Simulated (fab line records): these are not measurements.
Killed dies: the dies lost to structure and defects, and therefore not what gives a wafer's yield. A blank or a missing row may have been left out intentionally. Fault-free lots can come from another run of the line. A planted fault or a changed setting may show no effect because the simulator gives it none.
Chamber matching / flow n5Finfet / pecvd-02 running N5_BEOL_M9_DEP_56: 3 sister chambers
The step deposits SiCN from 3MS/NH3, target thk 15 nm, time 26.5 s. 3 wafers are shown with their chamber, then 9 later ones without.

== WAFERS PAIRED WITH THEIR CHAMBERS ==
wafer=L092.2; chamber=2; throttleValvePct (%)=8.7
wafer=L092.5; chamber=0; throttleValvePct (%)=8.8
wafer=L092.6; chamber=1; throttleValvePct (%)=9.3

== WAFERS MISSING THEIR CHAMBER ==
wafer=L095.2; throttleValvePct (%)=9.3
wafer=L095.3; throttleValvePct (%)=8.7
wafer=L095.5; throttleValvePct (%)=8.6
wafer=L094.1; throttleValvePct (%)=8.7
wafer=L094.5; throttleValvePct (%)=9.1
wafer=L094.6; throttleValvePct (%)=8.8
wafer=L097.1; throttleValvePct (%)=8.9
wafer=L097.2; throttleValvePct (%)=9.5
wafer=L097.3; throttleValvePct (%)=8.7

== EACH ONE'S CHAMBER ==
wafer=L095.2; from the rows above=1; in truth=1
wafer=L095.3; from the rows above=can't be placed: 2 or 0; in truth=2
wafer=L095.5; from the rows above=can't be placed: 2 or 0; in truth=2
wafer=L094.1; from the rows above=can't be placed: 2 or 0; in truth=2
wafer=L094.5; from the rows above=can't be placed: 1 or 0 or 2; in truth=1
wafer=L094.6; from the rows above=can't be placed: 0 or 2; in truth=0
wafer=L097.1; from the rows above=can't be placed: 0 or 2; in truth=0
wafer=L097.2; from the rows above=1; in truth=1
wafer=L097.3; from the rows above=can't be placed: 2 or 0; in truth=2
Placed correctly: 2 of 9. These rows do not allow placing 7 (true chamber among the candidates in 7). Number placed wrongly: 0.
How it was worked out, from the rows above alone: a wafer's distance from a chamber is the root of the sum, over the readings, of the square of ((its reading less the chamber's mean) divided by the reading's scatter). The wafer belongs to the nearest chamber; if the next one is less than 2 further off, it can't be placed. The mean given for a chamber averages the wafers shown for that chamber. The scatter: root of mean squared gap, hidden wafer to nearest shown wafer, with one shown wafer a chamber.
